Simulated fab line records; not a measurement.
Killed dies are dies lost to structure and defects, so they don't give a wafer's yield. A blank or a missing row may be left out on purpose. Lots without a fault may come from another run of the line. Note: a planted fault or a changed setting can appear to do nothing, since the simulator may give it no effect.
Split-lot study	flow n5Finfet	39 wafers read from 7 lots, route of 1938 steps

ON THE SPLIT
At N5_DUMMY_GATE_ETCH_42 (etches SiO2 in CHF3/O2, target depth 3.5 nm, time 31 s), the setting biasW was moved away from the recipe's 12 W on 15 of the 39 wafers read, by -8.3% to +17.3%. This setting was run at the recipe's value on the other wafers.

The reading comes from the split's own step.

THE READING
rfVppV, in V, at N5_DUMMY_GATE_ETCH_42 (etches SiO2 in CHF3/O2, target depth 3.5 nm, time 31 s). Typical for fault-free wafers on this fab line: 42.7 V, with standard deviation 0.92 V.

wafer	tool, chamber at the split	biasW as run, W	against the recipe	rfVppV, V	against lot-mates on the recipe
L076.2	rieDiel-04, 1	12	recipe	43.4	-
L076.3	rieDiel-04, 0	12	recipe	42.8	-
L076.4	rieDiel-04, 3	12	recipe	42.5	-
L078.1	rieDiel-03, 2	12	recipe	41.8	-
L078.2	rieDiel-03, 1	12	recipe	44.1	-
L078.3	rieDiel-03, 3	12	recipe	43.0	-
L078.4	rieDiel-03, 0	12	recipe	41.6	-
L078.5	rieDiel-03, 1	12	recipe	43.5	-
L078.6	rieDiel-03, 0	12	recipe	41.9	-
L082.1	rieDiel-03, 0	12	recipe	42.0	-
L082.2	rieDiel-03, 3	14.03	+16.9%	48.9	+5.6
L082.3	rieDiel-03, 2	14.03	+16.9%	46.7	+3.4
L082.4	rieDiel-03, 1	12	recipe	43.9	-
L082.5	rieDiel-03, 1	14.03	+16.9%	48.3	+5.0
L082.6	rieDiel-03, 2	12	recipe	44.1	-
L086.1	rieDiel-03, 2	12	recipe	43.6	-
L086.2	rieDiel-03, 3	12.76	+6.3%	45.9	+2.6
L086.3	rieDiel-03, 1	12	recipe	44.2	-
L086.4	rieDiel-03, 0	12.76	+6.3%	43.9	+0.6
L086.5	rieDiel-03, 1	12.76	+6.3%	45.2	+1.9
L086.6	rieDiel-03, 2	12	recipe	42.0	-
L089.1	rieDiel-01, 0	12	recipe	43.6	-
L089.2	rieDiel-01, 1	12	recipe	41.6	-
L089.3	rieDiel-01, 2	11.01	-8.3%	40.1	-2.7
L089.4	rieDiel-01, 3	12	recipe	43.3	-
L089.5	rieDiel-01, 0	11.01	-8.3%	40.5	-2.3
L089.6	rieDiel-01, 3	11.01	-8.3%	40.2	-2.6
L091.1	rieDiel-01, 0	12	recipe	43.6	-
L091.2	rieDiel-01, 1	12	recipe	42.1	-
L091.3	rieDiel-01, 3	14.08	+17.3%	47.5	+4.5
L091.4	rieDiel-01, 2	12	recipe	43.2	-
L091.5	rieDiel-01, 3	14.08	+17.3%	48.1	+5.1
L091.6	rieDiel-01, 0	14.08	+17.3%	46.5	+3.5
L092.1	rieDiel-01, 1	12.67	+5.6%	43.8	+1.0
L092.2	rieDiel-01, 0	12.67	+5.6%	45.4	+2.6
L092.3	rieDiel-01, 3	12	recipe	42.5	-
L092.4	rieDiel-01, 2	12.67	+5.6%	43.4	+0.6
L092.5	rieDiel-01, 0	12	recipe	41.7	-
L092.6	rieDiel-01, 3	12	recipe	44.3	-

FIT RESULTS
A straight line over all 39 wafers: rfVppV changes by +0.284 V for each +1% of biasW; r = +0.91; the points scatter about the line by 0.89 V.
The same after taking each lot's own level away (the mean of its wafers on the recipe; 39 wafers): +0.271 V for each +1%; r = +0.91; scatter 0.85 V.
According to that fit, moving biasW by its largest amount changes the reading by 4.7 V.
The span of the lots' own levels, 42.65 to 43.33 V, comes to 0.7 times the standard deviation stated above.
Consequently the slope shifts little with the lot-to-lot level, the two slopes agreeing.
Check: for one of the wafers moved furthest among these (+17.3%), held out of the fit, the line's prediction against its lot-mates is +4.65 V. It came out at +4.53 V against them.
Tool readings at the split's step, against how far the setting was moved: rfVppV r = +0.91.

THE OTHER SPLITS THESE WAFERS WENT THROUGH
These wafers also went through other splits before the reading. Each is held against what the fit with the lots' levels taken away leaves over:
other split on the same wafers	wafers away from the commonest value	r with rfVppV (lot level and that fit taken away)
N5_WELL_APT_IMPLANT_31 energyKev	18	+0.05
N5_FIN_SAQP_ETCH_65 timeS	15	+0.05
N5_DUMMY_GATE_ETCH_37 sourceW	18	-0.20

FILE'S OWN FIT
rfVppV changes by +0.267 V for each +1% of biasW, r = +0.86.
